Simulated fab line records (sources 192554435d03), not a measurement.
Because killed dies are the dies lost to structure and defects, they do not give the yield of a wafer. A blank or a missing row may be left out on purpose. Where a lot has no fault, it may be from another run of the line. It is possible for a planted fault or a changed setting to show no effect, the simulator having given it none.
Matching of chambers + flow n5Finfet + rieDiel-03 running N5_BEOL_M2_ETCH_64: 4 sister chambers
The step etches SOC in N2/H2, target depth 75 nm, overetch 22.5 nm, time 121.9 s. 8 wafers are shown with their chamber, then 10 later ones without.

## EACH WAFER AND ITS CHAMBER
| wafer  | chamber | drypumpMotorCurrentA (A) | showerheadPlenumPTorr (Torr) |
|--------|---------|--------------------------|------------------------------|
| L083.1 | 0       | 5.3                      | 2.66                         |
| L086.2 | 0       | 5.4                      | 2.65                         |
| L086.4 | 2       | 5.2                      | 2.52                         |
| L089.1 | 1       | 5.4                      | 2.55                         |
| L089.5 | 2       | 5.2                      | 2.51                         |
| L089.6 | 3       | 5.9                      | 2.61                         |
| L091.2 | 1       | 5.4                      | 2.55                         |
| L091.3 | 3       | 5.9                      | 2.61                         |

## WAFERS WITH NO CHAMBER GIVEN
| wafer  | drypumpMotorCurrentA (A) | showerheadPlenumPTorr (Torr) |
|--------|--------------------------|------------------------------|
| L091.4 | 5.2                      | 2.51                         |
| L093.2 | 5.2                      | 2.51                         |
| L093.4 | 5.3                      | 2.65                         |
| L093.6 | 5.4                      | 2.65                         |
| L094.2 | 5.9                      | 2.60                         |
| L094.5 | 5.2                      | 2.51                         |
| L094.6 | 5.9                      | 2.60                         |
| L097.1 | 5.9                      | 2.60                         |
| L097.4 | 5.4                      | 2.65                         |
| L097.5 | 5.9                      | 2.60                         |

## WHICH CHAMBER EACH ONE RAN IN
| wafer  | from the rows above | in truth |
|--------|---------------------|----------|
| L091.4 | 2                   | 2        |
| L093.2 | 2                   | 2        |
| L093.4 | 0                   | 0        |
| L093.6 | 0                   | 0        |
| L094.2 | 3                   | 3        |
| L094.5 | 2                   | 2        |
| L094.6 | 3                   | 3        |
| L097.1 | 3                   | 3        |
| L097.4 | 0                   | 0        |
| L097.5 | 3                   | 3        |
Placed correctly: 10 of 10. Can't be placed from these rows: 0. Placed wrongly: 0.
How it was worked out, from the rows above alone: a wafer's distance from a chamber is the root of the sum, over the readings, of the square of ((its reading less the chamber's mean) divided by the reading's scatter). If the next closest chamber is less than 2 further off than the closest, the wafer can't be placed; otherwise it belongs to the closest. A chamber's mean is the mean of its shown wafers. The scatter: the root of (the sum of the squares of (reading less its chamber's mean) over the shown wafers, divided by (wafers less chambers)).
